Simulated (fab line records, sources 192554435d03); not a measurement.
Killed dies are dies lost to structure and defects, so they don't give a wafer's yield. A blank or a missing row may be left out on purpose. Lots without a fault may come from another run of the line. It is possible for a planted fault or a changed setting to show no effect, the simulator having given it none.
The tool behind it: which one? :: flow n5 finfet :: 30 wafers from 10 lots sampled at 5 of the route's 1938 steps

## WHAT THE GAUGES SHOWED, per wafer
N5_BEOL_M2_RS_MEAS_58: measures by four-point-probe. Usual: M2_RS gives 0.68 ohm/sq (standard deviation 0.03).
lot: L502
measured: day 6 22:46
on: film metro-02
M2_RS (ohm/sq): 0.70 0.67 0.73
flag: 

lot: L504
measured: day 7 11:30
on: film metro-01
M2_RS (ohm/sq): 0.65 0.72 0.69
flag: 

lot: L509
measured: day 8 09:37
on: film metro-01
M2_RS (ohm/sq): 0.68 0.75 0.68
flag: 

lot: L508
measured: day 8 12:03
on: film metro-02
M2_RS (ohm/sq): 0.71 0.67 0.63
flag: 

lot: L510
measured: day 8 19:25
on: film metro-02
M2_RS (ohm/sq): 0.64 0.66 0.66
flag: 

lot: L511
measured: day 9 09:52
on: film metro-01
M2_RS (ohm/sq): 0.69 0.68 0.66
flag: 

lot: L512
measured: day 9 10:11
on: film metro-01
M2_RS (ohm/sq): 0.70 0.71 0.76
flag: 

lot: L522
measured: day 11 20:20
on: film metro-02
M2_RS (ohm/sq): 0.67 0.68 0.66
flag: 

lot: L524
measured: day 12 09:45
on: film metro-01
M2_RS (ohm/sq): 0.67 0.72 0.68
flag: 

lot: L525
measured: day 12 13:17
on: film metro-02
M2_RS (ohm/sq): 0.69 0.68 0.63
flag: 

N5_BEOL_M4_RC_MEAS_101. Usual: DIBL_N 36.3 mV/V, standard deviation 1.7; DIBL_P 36.5 mV/V, standard deviation 1.8; IOFF_N 0.16 nA/um, standard deviation 0.033; IOFF_P 0.21 nA/um, standard deviation 0.037; ION_N 675 uA/um, standard deviation 11; ION_P 462 uA/um, standard deviation 7.9; SS_N 71.6 mV/dec, standard deviation 0.64; SS_P 73.3 mV/dec, standard deviation 0.68; VT_N 249 mV, standard deviation 3.3; VT_P -250 mV, standard deviation 3.3.
lot: L502
measured: day 7 15:28
on: prober-01
DIBL_N (mV/V): 35.4 35.3 34.9
DIBL_P (mV/V): 36.0 36.6 36.1
IOFF_N (nA/um): 0.14 0.15 0.15
IOFF_P (nA/um): 0.19 0.20 0.19
ION_N (uA/um): 666 684 678
ION_P (uA/um): 457 469 466
SS_N (mV/dec): 71.4 71.6 71.6
SS_P (mV/dec): 73.2 73.9 73.7
VT_N (mV): 253 249 253
VT_P (mV): -255 -252 -252
flag: 

lot: L504
measured: day 8 07:23
on: prober-01
DIBL_N (mV/V): 37.0 35.9 36.4
DIBL_P (mV/V): 37.9 36.4 36.4
IOFF_N (nA/um): 0.16 0.14 0.14
IOFF_P (nA/um): 0.23 0.22 0.21
ION_N (uA/um): 674 669 675
ION_P (uA/um): 464 461 471
SS_N (mV/dec): 71.5 71.1 71.3
SS_P (mV/dec): 73.7 73.5 73.1
VT_N (mV): 249 251 251
VT_P (mV): -251 -250 -250
flag: 

lot: L509
measured: day 9 06:10
on: prober-02
DIBL_N (mV/V): 33.1 34.9 33.9
DIBL_P (mV/V): 32.8 33.6 33.6
IOFF_N (nA/um): 0.11 0.12 0.11
IOFF_P (nA/um): 0.17 0.18 0.18
ION_N (uA/um): 665 656 668
ION_P (uA/um): 462 455 461
SS_N (mV/dec): 70.6 70.5 70.7
SS_P (mV/dec): 72.3 71.4 71.8
VT_N (mV): 255 253 255
VT_P (mV): -253 -250 -251
flag: 

lot: L508
measured: day 9 10:17
on: prober-01
DIBL_N (mV/V): 37.3 36.6 37.0
DIBL_P (mV/V): 38.4 36.7 37.8
IOFF_N (nA/um): 0.18 0.17 0.17
IOFF_P (nA/um): 0.24 0.22 0.24
ION_N (uA/um): 680 688 676
ION_P (uA/um): 466 459 465
SS_N (mV/dec): 72.3 71.7 72.3
SS_P (mV/dec): 72.8 72.8 73.0
VT_N (mV): 247 250 249
VT_P (mV): -251 -253 -248
flag: 

lot: L510
measured: day 9 15:35
on: prober-02
DIBL_N (mV/V): 37.4 35.1 32.3
DIBL_P (mV/V): 38.4 34.8 33.3
IOFF_N (nA/um): 0.18 0.14 0.11
IOFF_P (nA/um): 0.24 0.18 0.16
ION_N (uA/um): 660 658 657
ION_P (uA/um): 460 445 457
SS_N (mV/dec): 72.2 71.9 70.5
SS_P (mV/dec): 73.5 72.8 72.1
VT_N (mV): 251 254 255
VT_P (mV): -247 -251 -254
flag: 

lot: L511
measured: day 10 07:46
on: prober-02
DIBL_N (mV/V): 34.4 36.1 36.9
DIBL_P (mV/V): 34.8 37.7 38.2
IOFF_N (nA/um): 0.11 0.14 0.15
IOFF_P (nA/um): 0.16 0.21 0.20
ION_N (uA/um): 662 653 662
ION_P (uA/um): 448 460 450
SS_N (mV/dec): 70.0 70.6 71.1
SS_P (mV/dec): 72.8 73.9 73.8
VT_N (mV): 253 253 251
VT_P (mV): -257 -251 -253
flag: 

lot: L512
measured: day 10 07:21
on: prober-01
DIBL_N (mV/V): 34.9 35.6 33.3
DIBL_P (mV/V): 35.2 36.8 33.1
IOFF_N (nA/um): 0.15 0.16 0.12
IOFF_P (nA/um): 0.22 0.23 0.19
ION_N (uA/um): 679 675 690
ION_P (uA/um): 467 467 479
SS_N (mV/dec): 71.0 71.6 70.1
SS_P (mV/dec): 73.7 74.1 72.8
VT_N (mV): 249 249 254
VT_P (mV): -250 -248 -249
flag: 

lot: L522
measured: day 13 00:05
on: prober-02
DIBL_N (mV/V): 33.4 35.3 34.3
DIBL_P (mV/V): 33.1 34.8 33.9
IOFF_N (nA/um): 0.13 0.16 0.14
IOFF_P (nA/um): 0.17 0.19 0.18
ION_N (uA/um): 682 677 672
ION_P (uA/um): 465 462 459
SS_N (mV/dec): 71.4 71.3 71.9
SS_P (mV/dec): 72.7 73.6 73.2
VT_N (mV): 251 247 250
VT_P (mV): -254 -251 -252
flag: 

lot: L524
measured: day 13 10:11
on: prober-02
DIBL_N (mV/V): 36.2 37.3 37.5
DIBL_P (mV/V): 35.1 36.3 37.0
IOFF_N (nA/um): 0.14 0.16 0.16
IOFF_P (nA/um): 0.17 0.18 0.20
ION_N (uA/um): 662 677 673
ION_P (uA/um): 447 458 458
SS_N (mV/dec): 71.2 72.1 71.5
SS_P (mV/dec): 73.8 73.9 74.2
VT_N (mV): 253 249 247
VT_P (mV): -251 -254 -253
flag: 

lot: L525
measured: day 13 10:06
on: prober-01
DIBL_N (mV/V): 33.2 36.3 36.8
DIBL_P (mV/V): 33.6 37.7 38.6
IOFF_N (nA/um): 0.12 0.18 0.19
IOFF_P (nA/um): 0.16 0.21 0.22
ION_N (uA/um): 669 678 677
ION_P (uA/um): 452 461 458
SS_N (mV/dec): 71.2 71.9 72.1
SS_P (mV/dec): 72.4 74.4 74.3
VT_N (mV): 252 248 246
VT_P (mV): -256 -250 -253
flag: 

## WHICH TOOL RAN EACH LOT (tool, then ch and the chambers of the sampled wafers, then the start)
lot: L502
N5_BEOL_M2_ANNEAL_89: pvd sputter-02, day 6 20:54
N5_BEOL_M2_DEP_57: pecvd-01 ch 0,1,2, day 6 22:42
N5_BEOL_M3_COAT_22: litho track-05 ch 0, day 7 00:12

lot: L504
N5_BEOL_M2_ANNEAL_89: pvd sputter-03, day 7 09:35
N5_BEOL_M2_DEP_57: pecvd-03 ch 0,2, day 7 11:26
N5_BEOL_M3_COAT_22: litho track-05 ch 0, day 7 13:19

lot: L509
N5_BEOL_M2_ANNEAL_89: pvd sputter-01, day 8 07:46
N5_BEOL_M2_DEP_57: pecvd-02 ch 0,1, day 8 09:33
N5_BEOL_M3_COAT_22: litho track-05 ch 0, day 8 11:28

lot: L508
N5_BEOL_M2_ANNEAL_89: pvd sputter-02, day 8 09:54
N5_BEOL_M2_DEP_57: pecvd-03 ch 0,1,2, day 8 11:59
N5_BEOL_M3_COAT_22: litho track-05 ch 0, day 8 14:14

lot: L510
N5_BEOL_M2_ANNEAL_89: pvd sputter-01, day 8 17:28
N5_BEOL_M2_DEP_57: pecvd-03 ch 0,1,2, day 8 19:20
N5_BEOL_M3_COAT_22: litho track-02 ch 0, day 8 22:26

lot: L511
N5_BEOL_M2_ANNEAL_89: pvd sputter-02, day 9 07:59
N5_BEOL_M2_DEP_57: pecvd-01 ch 0,1,2, day 9 09:47
N5_BEOL_M3_COAT_22: litho track-05 ch 0, day 9 11:40

lot: L512
N5_BEOL_M2_ANNEAL_89: pvd sputter-03, day 9 08:17
N5_BEOL_M2_DEP_57: pecvd-01 ch 0,2, day 9 10:08
N5_BEOL_M3_COAT_22: litho track-05 ch 0, day 9 12:36

lot: L522
N5_BEOL_M2_ANNEAL_89: pvd sputter-03, day 11 18:29
N5_BEOL_M2_DEP_57: pecvd-01 ch 0,1,2, day 11 20:16
N5_BEOL_M3_COAT_22: litho track-02 ch 0, day 12 00:39

lot: L524
N5_BEOL_M2_ANNEAL_89: pvd sputter-03, day 12 07:52
N5_BEOL_M2_DEP_57: pecvd-01 ch 1,2, day 12 09:40
N5_BEOL_M3_COAT_22: litho track-02 ch 0, day 12 11:26

lot: L525
N5_BEOL_M2_ANNEAL_89: pvd sputter-03, day 12 11:25
N5_BEOL_M2_DEP_57: pecvd-03 ch 1,2, day 12 13:12
N5_BEOL_M3_COAT_22: litho track-02 ch 0, day 12 15:47
- N5_BEOL_M2_ANNEAL_89: time 240 s.
- N5_BEOL_M2_DEP_57: deposits SiCN from 3MS/NH3, target thk 8 nm, time 14 s.
- N5_BEOL_M3_COAT_22: resist thk 30 nm.

## AS READ BY THE TOOLS THEMSELVES (means over the sampled wafers that have a number; for cases with no such wafer, the mark the record gives instead)
N5_BEOL_M2_ANNEAL_89. Usual: heater power w at 877 W, with a standard deviation of 110.
lot: L502
tool: pvd sputter-02
heater power w (W): 884
flag: 

lot: L504
tool: pvd sputter-03
heater power w (W): 849
flag: 

lot: L509
tool: pvd sputter-01
heater power w (W): 718
flag: 

lot: L508
tool: pvd sputter-02
heater power w (W): 953
flag: 

lot: L510
tool: pvd sputter-01
heater power w (W): 832
flag: 

lot: L511
tool: pvd sputter-02
heater power w (W): 956
flag: 

lot: L512
tool: pvd sputter-03
heater power w (W): 885
flag: 

lot: L522
tool: pvd sputter-03
heater power w (W): 868
flag: 

lot: L524
tool: pvd sputter-03
heater power w (W): 849
flag: 

lot: L525
tool: pvd sputter-03
heater power w (W): 823
flag: 

N5_BEOL_M2_DEP_57. Usual: showerhead plenum p Torr 3.667 Torr, standard deviation 0.012; showerhead vpp V 884 V, standard deviation 43; throttle valve pct 9.3 %, standard deviation 0.67.
lot: L502
tool: pecvd-01
showerhead plenum p Torr (Torr): 3.665
showerhead vpp V (V): 912
throttle valve pct (%): 9.8
flag: 

lot: L504
tool: pecvd-03
showerhead plenum p Torr (Torr): 3.657
showerhead vpp V (V): 841
throttle valve pct (%): 9.2
flag: 

lot: L509
tool: pecvd-02
showerhead plenum p Torr (Torr): 3.674
showerhead vpp V (V): 859
throttle valve pct (%): 9.2
flag: 

lot: L508
tool: pecvd-03
showerhead plenum p Torr (Torr): 3.664
showerhead vpp V (V): 867
throttle valve pct (%): 9.1
flag: 

lot: L510
tool: pecvd-03
showerhead plenum p Torr (Torr): 3.667
showerhead vpp V (V): 862
throttle valve pct (%): 8.9
flag: 

lot: L511
tool: pecvd-01
showerhead plenum p Torr (Torr): 3.662
showerhead vpp V (V): 923
throttle valve pct (%): 9.5
flag: 

lot: L512
tool: pecvd-01
showerhead plenum p Torr (Torr): 3.660
showerhead vpp V (V): 882
throttle valve pct (%): 9.5
flag: 

lot: L522
tool: pecvd-01
showerhead plenum p Torr (Torr): 3.669
showerhead vpp V (V): 904
throttle valve pct (%): 9.6
flag: 

lot: L524
tool: pecvd-01
showerhead plenum p Torr (Torr): 3.669
showerhead vpp V (V): 934
throttle valve pct (%): 9.6
flag: 

lot: L525
tool: pecvd-03
showerhead plenum p Torr (Torr): 3.671
showerhead vpp V (V): 880
throttle valve pct (%): 9.0
flag: 

N5_BEOL_M3_COAT_22. Usual: chill plate temp C 23.01 C, standard deviation 0.079; spin speed rpm 1499.9 rpm, standard deviation 0.9.
lot: L502
tool: litho track-05
chill plate temp C (C): 22.98
spin speed rpm (rpm): 1500.1
flag: 

lot: L504
tool: litho track-05
chill plate temp C (C): 23.10
spin speed rpm (rpm): 1500.3
flag: 

lot: L509
tool: litho track-05
chill plate temp C (C): 23.00
spin speed rpm (rpm): 1500.2
flag: 

lot: L508
tool: litho track-05
chill plate temp C (C): 23.05
spin speed rpm (rpm): 1500.7
flag: 

lot: L510
tool: litho track-02
chill plate temp C (C): 22.98
spin speed rpm (rpm): 1499.4
flag: 

lot: L511
tool: litho track-05
chill plate temp C (C): 22.98
spin speed rpm (rpm): 1336.4
flag: OFF

lot: L512
tool: litho track-05
chill plate temp C (C): 22.97
spin speed rpm (rpm): 1337.0
flag: OFF

lot: L522
tool: litho track-02
chill plate temp C (C): 23.01
spin speed rpm (rpm): 1500.1
flag: 

lot: L524
tool: litho track-02
chill plate temp C (C): 23.00
spin speed rpm (rpm): 1499.5
flag: 

lot: L525
tool: litho track-02
chill plate temp C (C): 22.95
spin speed rpm (rpm): 1500.9
flag: 

## THE ANSWER, worked out from the rows above alone
Rule: a lot counts as off when the mean over its wafers that have a number is more than 3 standard deviations away from the usual mean. A lot without any number at a reading at which 4 lots or more have one is off too. Any other lot the step has rows for is counted as sound. First the gauges in route order, then the tools' own readings, where a lot's mean is used as printed above. The first step at which some lot is off is used, and at that step the reading that is off furthest; a lot without a number counts as furthest.
Off, at N5_BEOL_M3_COAT_22 on spin speed rpm: L511, L512.
A tool fits if, at that step or a process step before it, it ran every lot that is off, and no sound lot after the first of them. One candidate fits, namely litho track-05 at N5_BEOL_M3_COAT_22. Its last sound lot is L508 (day 8 14:14), its first lot that is off L511 (day 9 11:40): a fault that began between those two fits.
On the lots that are off, the tool's own readings at N5_BEOL_M3_COAT_22 differ by more than 5 times the standard deviation of the sound lots' means, which bears it out; spin speed rpm reads 1336.7 rpm there versus 1500.2 rpm on the sound lots.

## WHAT THE SIMULATOR HAD INSERTED
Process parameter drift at N5_BEOL_M3_COAT_22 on litho track-05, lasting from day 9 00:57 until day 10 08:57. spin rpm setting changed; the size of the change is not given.
Struck lots among those shown: L511, L512. The same result came from the rule above.
